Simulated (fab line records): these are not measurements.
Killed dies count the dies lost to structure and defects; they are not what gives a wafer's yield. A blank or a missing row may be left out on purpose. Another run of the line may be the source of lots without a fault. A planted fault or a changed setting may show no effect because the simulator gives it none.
Which tool did it? ; flow nand_harc ; Sampling: 24 lots, 72 wafers, 4 of 1159 route steps

## WHAT THE GAUGES READ, wafer by wafer
NHARC_A_CONTACT_INSPECT_71. Usual: 27 for raw_defect_count, sd 12.
lot;measured;on;raw_defect_count;flag
L077;day 17 00:57;defect_inspect-01;36 26 32;
L075;day 17 03:23;defect_inspect-01;19 43 27;
L074;day 17 05:03;defect_inspect-02;8 8 12;
L079;day 17 05:21;defect_inspect-02;8 15 15;
L078;day 17 10:50;defect_inspect-01;17 25 20;
L076;day 17 11:50;defect_inspect-02;21 24 22;
L080;day 18 06:29;defect_inspect-01;32 35 50;
L084;day 18 19:16;defect_inspect-01;17 16 13;
L082;day 18 23:32;defect_inspect-01;11 11 13;
L081;day 19 07:00;defect_inspect-02;48 35 46;
L083;day 19 09:23;defect_inspect-01;52 55 47;
L086;day 19 18:26;defect_inspect-02;19 12 10;
L089;day 19 19:12;defect_inspect-01;48 43 29;
L087;day 19 23:38;defect_inspect-02;14 11 14;
L085;day 19 23:54;defect_inspect-02;30 22 31;
L088;day 20 05:32;defect_inspect-01;39 23 23;
L090;day 20 11:58;defect_inspect-02;10 11 12;
L091;day 20 13:40;defect_inspect-01;18 16 17;
L092;day 21 14:49;defect_inspect-01;28 32 37;
L094;day 21 17:47;defect_inspect-01;41 36 36;
L093;day 21 21:52;defect_inspect-01;39 40 38;
L096;day 22 06:01;defect_inspect-01;42 28 41;
L095;day 22 07:04;defect_inspect-01;42 50 48;
L097;day 23 00:58;defect_inspect-02;42 23 30;

NHARC_A_BLC_INSPECT_12. Usual: 29 for raw_defect_count, sd 13.
lot;measured;on;raw_defect_count;flag
L077;day 17 15:44;defect_inspect-02;33 34 34;
L075;day 17 17:44;defect_inspect-01;21 39 29;
L074;day 17 20:55;defect_inspect-02;18 10 15;
L079;day 17 21:52;defect_inspect-02;10 15 13;
L078;day 17 22:50;defect_inspect-01;18 31 19;
L076;day 18 00:11;defect_inspect-02;27 24 21;
L080;day 18 20:35;defect_inspect-02;32 37 51;
L084;day 19 12:20;defect_inspect-02;15 14 12;
L082;day 19 16:12;defect_inspect-01;10 8 17;
L081;day 19 19:07;defect_inspect-01;49 36 49;
L083;day 20 00:55;defect_inspect-01;55 59 47;
L086;day 20 08:24;defect_inspect-01;20 12 13;
L089;day 20 08:33;defect_inspect-01;44 42 34;
L087;day 20 13:25;defect_inspect-02;17 20 24;
L085;day 20 14:18;defect_inspect-02;40 28 42;
L088;day 20 20:52;defect_inspect-02;42 28 22;
L090;day 21 02:01;defect_inspect-02;11 9 11;
L091;day 21 11:46;defect_inspect-01;27 14 15;
L092;day 22 05:50;defect_inspect-02;28 31 38;
L094;day 22 06:14;defect_inspect-01;45 41 37;
L093;day 22 15:26;defect_inspect-01;42 42 45;
L096;day 23 00:19;defect_inspect-02;44 39 45;
L095;day 22 23:51;defect_inspect-01;42 54 46;
L097;day 23 15:56;defect_inspect-01;44 25 35;

## WHAT TOOL EACH LOT RAN ON (gives the tool, then ch and the chambers of the sampled wafers, and finally the start)
lot;NHARC_A_CONTACT_DEP_85;NHARC_A_CONTACT_ETCH_110
L077;pecvd-01 ch 1,2, day 17 08:16;rie_diel-01 ch 0,2,3, day 17 11:53
L075;pecvd-01 ch 0,1,2, day 17 11:12;rie_diel-13 ch 0,3, day 17 15:02
L074;pecvd-03 ch 0,1, day 17 14:26;rie_diel-13 ch 0,3, day 17 18:05
L079;pecvd-01 ch 0,1,2, day 17 15:11;rie_diel-03 ch 0,1,2, day 17 19:13
L078;pecvd-01 ch 0,1,2, day 17 16:45;rie_diel-01 ch 0,2,3, day 17 20:10
L076;pecvd-01 ch 0,1,2, day 17 17:41;rie_diel-13 ch 0,1,3, day 17 21:20
L080;pecvd-04 ch 0,1,2, day 18 12:01;rie_diel-13 ch 0,2,3, day 18 15:51
L084;pecvd-01 ch 0,1,2, day 19 03:49;rie_diel-01 ch 2,3, day 19 07:25
L082;pecvd-04 ch 0,2, day 19 08:43;rie_diel-13 ch 0,3, day 19 12:37
L081;pecvd-01 ch 0,2, day 19 12:46;rie_diel-03 ch 0,2,3, day 19 16:27
L083;pecvd-04 ch 1,2, day 19 15:59;rie_diel-13 ch 0,2,3, day 19 19:19
L086;pecvd-04 ch 0,1, day 20 00:38;rie_diel-03 ch 0,2,3, day 20 04:56
L089;pecvd-03 ch 0,1, day 20 01:07;rie_diel-03 ch 1,2,3, day 20 05:31
L087;pecvd-01 ch 0,2, day 20 05:29;rie_diel-13 ch 0,1,2, day 20 09:10
L085;pecvd-04 ch 0,1, day 20 06:46;rie_diel-13 ch 0,2,3, day 20 10:18
L088;pecvd-03 ch 0,1,2, day 20 14:13;rie_diel-01 ch 0,2, day 20 17:55
L090;pecvd-04 ch 0,1, day 20 17:44;rie_diel-13 ch 0,1, day 20 21:04
L091;pecvd-04 ch 0,1,2, day 20 19:16;rie_diel-03 ch 0,1,3, day 20 22:49
L092;pecvd-04 ch 0,1,2, day 21 21:22;rie_diel-13 ch 1,2,3, day 22 01:20
L094;pecvd-04 ch 0,1,2, day 21 23:57;rie_diel-03 ch 0,1,2, day 22 03:34
L093;pecvd-04 ch 0,1,2, day 22 03:29;rie_diel-13 ch 1,2, day 22 07:37
L096;pecvd-04 ch 0,1,2, day 22 13:29;rie_diel-03 ch 1,2,3, day 22 17:00
L095;pecvd-01 ch 0,2, day 22 12:46;rie_diel-03 ch 1,3, day 22 16:12
L097;pecvd-03 ch 0,1, day 23 08:32;rie_diel-13 ch 0,1,3, day 23 12:07
- NHARC_A_CONTACT_DEP_85: deposits SiON, target thk 50 nm.
- NHARC_A_CONTACT_ETCH_110: etches the open film in CF4/O2, target depth 50 nm, overetch 5 nm, time 27.5 s.

## AS READ BY THE TOOLS THEMSELVES (means over the sampled wafers that have a number; for cases with no such wafer, the mark the record gives instead)
NHARC_A_CONTACT_DEP_85. Usual: heater_power_w 761 W, standard deviation 66; showerhead_vpp_V 1146 V, standard deviation 41; susceptor_temp_C 399.98 C, standard deviation 0.21.
lot;tool;heater_power_w (W);showerhead_vpp_V (V);susceptor_temp_C (C);flag
L077;pecvd-01;739;1146;399.87;
L075;pecvd-01;710;1149;400.03;
L074;pecvd-03;735;1080;400.07;
L079;pecvd-01;701;1132;399.95;
L078;pecvd-01;733;1150;400.19;
L076;pecvd-01;771;1135;400.11;
L080;pecvd-04;785;1158;400.12;
L084;pecvd-01;750;1127;399.78;
L082;pecvd-04;834;1155;399.94;
L081;pecvd-01;771;1125;400.10;
L083;pecvd-04;769;1138;399.98;
L086;pecvd-04;752;1184;400.10;
L089;pecvd-03;717;1108;399.91;
L087;pecvd-01;758;1129;400.18;
L085;pecvd-04;829;1183;399.94;
L088;pecvd-03;772;1120;399.78;
L090;pecvd-04;763;1178;399.92;
L091;pecvd-04;762;1168;399.92;
L092;pecvd-04;817;1170;400.18;
L094;pecvd-04;737;1173;399.97;
L093;pecvd-04;756;1155;399.99;
L096;pecvd-04;810;1172;399.75;
L095;pecvd-01;775;1122;400.17;
L097;pecvd-03;794;1117;400.08;

NHARC_A_CONTACT_ETCH_110. Usual: chamber_pressure_mTorr 29.993 mTorr (standard deviation 0.03); drypump_motor_current_A 5.6 A (standard deviation 0.43); o2_flow_sccm 20.00 sccm (standard deviation 0.061); oes_product_au 0.995 a.u. (standard deviation 0.012); rf_vpp_V 198.0 V (standard deviation 1.7); showerhead_plenum_p_Torr 1.34 Torr (standard deviation 0.069); throttle_valve_pct 13.398 % (standard deviation 0.0083).
lot;tool;chamber_pressure_mTorr (mTorr);drypump_motor_current_A (A);o2_flow_sccm (sccm);oes_product_au (a.u.);rf_vpp_V (V);showerhead_plenum_p_Torr (Torr);throttle_valve_pct (%);flag
L077;rie_diel-01;29.999;5.7;19.94;0.986;200.0;1.41;13.406;
L075;rie_diel-13;29.955;5.7;19.97;0.993;196.6;1.26;13.383;
L074;rie_diel-13;29.982;5.6;20.00;1.002;196.9;1.26;13.399;
L079;rie_diel-03;30.003;5.6;20.04;1.000;198.1;1.33;13.400;
L078;rie_diel-01;29.970;5.7;20.00;0.983;199.2;1.41;13.400;
L076;rie_diel-13;29.968;5.6;19.96;1.003;197.4;1.30;13.397;
L080;rie_diel-13;29.970;5.6;20.03;0.996;196.2;1.25;13.400;
L084;rie_diel-01;29.996;5.9;19.97;0.974;199.2;1.39;13.397;
L082;rie_diel-13;29.985;5.7;20.10;0.983;195.9;1.26;13.400;
L081;rie_diel-03;30.004;5.6;20.02;1.006;198.6;1.34;13.399;
L083;rie_diel-13;30.020;5.6;20.03;0.995;195.5;1.24;13.395;
L086;rie_diel-03;30.029;5.6;19.97;1.005;196.9;1.34;13.392;
L089;rie_diel-03;30.023;5.6;20.00;1.008;197.5;1.32;13.403;
L087;rie_diel-13;30.000;5.9;20.00;0.989;199.2;1.37;13.394;
L085;rie_diel-13;29.997;5.6;19.96;0.986;199.1;1.39;13.403;
L088;rie_diel-01;30.025;6.1;20.00;0.978;200.0;1.41;13.402;
L090;rie_diel-13;30.004;6.0;19.97;0.988;197.5;1.31;13.389;
L091;rie_diel-03;30.001;5.6;20.00;1.000;196.6;1.31;13.394;
L092;rie_diel-13;29.991;5.5;19.97;0.990;200.9;1.42;13.397;
L094;rie_diel-03;29.985;5.6;20.03;1.003;198.1;1.33;13.399;
L093;rie_diel-13;29.989;5.9;20.05;0.981;198.8;1.41;13.398;
L096;rie_diel-03;29.993;5.6;20.02;1.009;197.1;1.31;13.402;
L095;rie_diel-03;30.014;5.6;19.99;1.010;197.3;1.29;13.402;
L097;rie_diel-13;29.985;5.6;20.02;0.989;198.2;1.37;13.394;

## THE ANSWER, worked out from the rows above alone
Rule: a lot is off if the mean of its wafers that have a number lies more than 3 standard deviations from the usual mean. Also off: a lot with no number at a reading for which 4 or more lots have one. Where the step has rows for the other lots, those lots are counted as sound. First the gauges in route order, then the tools' own readings, where a lot's mean is used as printed above. The first step at which some lot is off is used, and at that step the reading that is off furthest; a lot without a number counts as furthest.
No lot is off at any reading shown: from this, nothing can be told.

## WHAT THE SIMULATOR HAD INSERTED
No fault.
